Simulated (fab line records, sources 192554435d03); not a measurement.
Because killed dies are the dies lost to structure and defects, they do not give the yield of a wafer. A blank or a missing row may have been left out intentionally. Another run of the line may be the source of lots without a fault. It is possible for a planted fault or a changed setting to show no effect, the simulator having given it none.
Split-lot study    flow n5 finfet    21 wafers read from 7 lots, route of 1938 steps

THE SPLIT ITSELF
At N5_BEOL_M4_COAT_05 (resist thk 30 nm), the setting spin rpm was moved away from the recipe's 1500 rpm on 10 of the 21 wafers read, by -8.5% to +3.8%. This setting was run at the recipe's value on the other wafers.

FROM THE SPLIT TO THE READING: what the file shows between them, 6 steps
- N5_BEOL_M4_EBR_07
- N5_BEOL_M4_SOFTBAKE_06: time 60 s
- N5_BEOL_M4_EXPOSE_08: exposes mask M4
- N5_BEOL_M4_PEB_09: peb time 60 s
- N5_BEOL_M4_DEVELOP_10: develop time 30 s
- N5_BEOL_M4_DESCUM_16: chemistry O2, time 7 s

THE READING
CAR-EUV_of_BEOL_M4_COAT_05.thk nm (the simulator's own value, which no gauge read), in nm, at N5_BEOL_M4_ETCH_74 (etches underlayer in N2/H2, target depth 6.5 nm, time 5.2 s). The file does not state a usual value for it. Across the 11 wafers here that went through the recipe, the average is 20.3 nm and the standard deviation 0.089 nm.

wafer   tool, chamber at the split  spin rpm as run, rpm  against the recipe  CAR-EUV_of_BEOL_M4_COAT_05.thk nm, nm  against lot-mates on the recipe
L074.1  litho track-04, 0           1500                  recipe              20.4                                   -
L074.3  litho track-04, 0           1373                  -8.5%               21.6                                   +1.2
L074.4  litho track-04, 0           1373                  -8.5%               21.8                                   +1.4
L077.1  litho track-03, 0           1546                  +3.1%               19.8                                   no lot-mate on the recipe
L077.4  litho track-03, 0           1546                  +3.1%               19.8                                   no lot-mate on the recipe
L077.2  litho track-03, 0           1546                  +3.1%               19.6                                   no lot-mate on the recipe
L080.3  litho track-03, 0           1500                  recipe              20.2                                   -
L080.4  litho track-03, 0           1500                  recipe              20.2                                   -
L080.5  litho track-03, 0           1500                  recipe              20.2                                   -
L085.2  litho track-01, 0           1500                  recipe              20.4                                   -
L085.3  litho track-01, 0           1500                  recipe              20.4                                   -
L085.4  litho track-01, 0           1500                  recipe              20.4                                   -
L092.1  litho track-04, 0           1411                  -5.9%               21                                     no lot-mate on the recipe
L092.2  litho track-04, 0           1411                  -5.9%               21.2                                   no lot-mate on the recipe
L092.4  litho track-04, 0           1411                  -5.9%               21.2                                   no lot-mate on the recipe
L093.1  litho track-01, 0           1500                  recipe              20.4                                   -
L093.4  litho track-01, 0           1500                  recipe              20.4                                   -
L093.3  litho track-01, 0           1557                  +3.8%               19.8                                   -0.6
L095.1  litho track-04, 0           1500                  recipe              20.4                                   -
L095.2  litho track-04, 0           1500                  recipe              20.4                                   -
L095.5  litho track-04, 0           1428                  -4.8%               21.2                                   +0.8

FIT RESULTS
A straight line over all 21 wafers: CAR-EUV_of_BEOL_M4_COAT_05.thk nm changes by -0.158 nm for each +1% of spin rpm; r = -0.98; the points scatter about the line by 0.12 nm.
The same after taking each lot's own level away (the mean of its wafers on the recipe; 15 wafers): -0.155 nm for each +1%; r = -1.00; scatter 0.043 nm.
That fit puts the effect of the largest move of spin rpm on the reading at 1.3 nm.
Measured against the standard deviation above, the lots' own levels, which go from 20.20 to 20.40 nm, span 2.2 times it.
The two slopes are in agreement: the lot-to-lot level therefore moves the slope only a little.
Check: +1.39 nm against its lot-mates is what the line predicts for one of the wafers moved furthest among these (-8.5%) when that wafer is left out of the fit. Against them it came out at +1.2 nm.

FURTHER SPLITS ON THESE WAFERS
Before the reading, these wafers also passed through other splits. Each is held against what the fit with the lots' levels taken away leaves over:
other split on the same wafers    wafers away from the commonest value  r with CAR-EUV_of_BEOL_M4_COAT_05.thk nm (lot level and that fit taken away)
N5_BEOL_M1_TRENCH_ETCH_37 time s  6                                     +0.62
N5_BEOL_M2_ALD_98 ald cycles      9                                     -0.34

THE WHOLE CHAIN: every reading that the file lists as answering this split, in the file's order
step                   what it does                                                 reading                                                                             change (the file's fit)                r (the file's)
N5_BEOL_M4_COAT_05     resist thk 30 nm                                             CAR-EUV_of_BEOL_M4_COAT_05.thk nm (the simulator's own value, which no gauge read)  -0.149 nm for each +1% of the setting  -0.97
N5_BEOL_M4_DEVELOP_10  develop time 30 s                                            CAR-EUV_of_BEOL_M4_COAT_05.thk nm (the simulator's own value, which no gauge read)  -0.165 nm for each +1% of the setting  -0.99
N5_BEOL_M4_DESCUM_16   chemistry O2, time 7 s                                       CAR-EUV_of_BEOL_M4_COAT_05.thk nm (the simulator's own value, which no gauge read)  -0.145 nm for each +1% of the setting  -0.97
N5_BEOL_M4_ETCH_74     etches underlayer in N2/H2, target depth 6.5 nm, time 5.2 s  CAR-EUV_of_BEOL_M4_COAT_05.thk nm (the simulator's own value, which no gauge read)  -0.157 nm for each +1% of the setting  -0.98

FILE'S OWN FIT
CAR-EUV_of_BEOL_M4_COAT_05.thk nm changes by -0.157 nm for each +1% of spin rpm, r = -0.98.
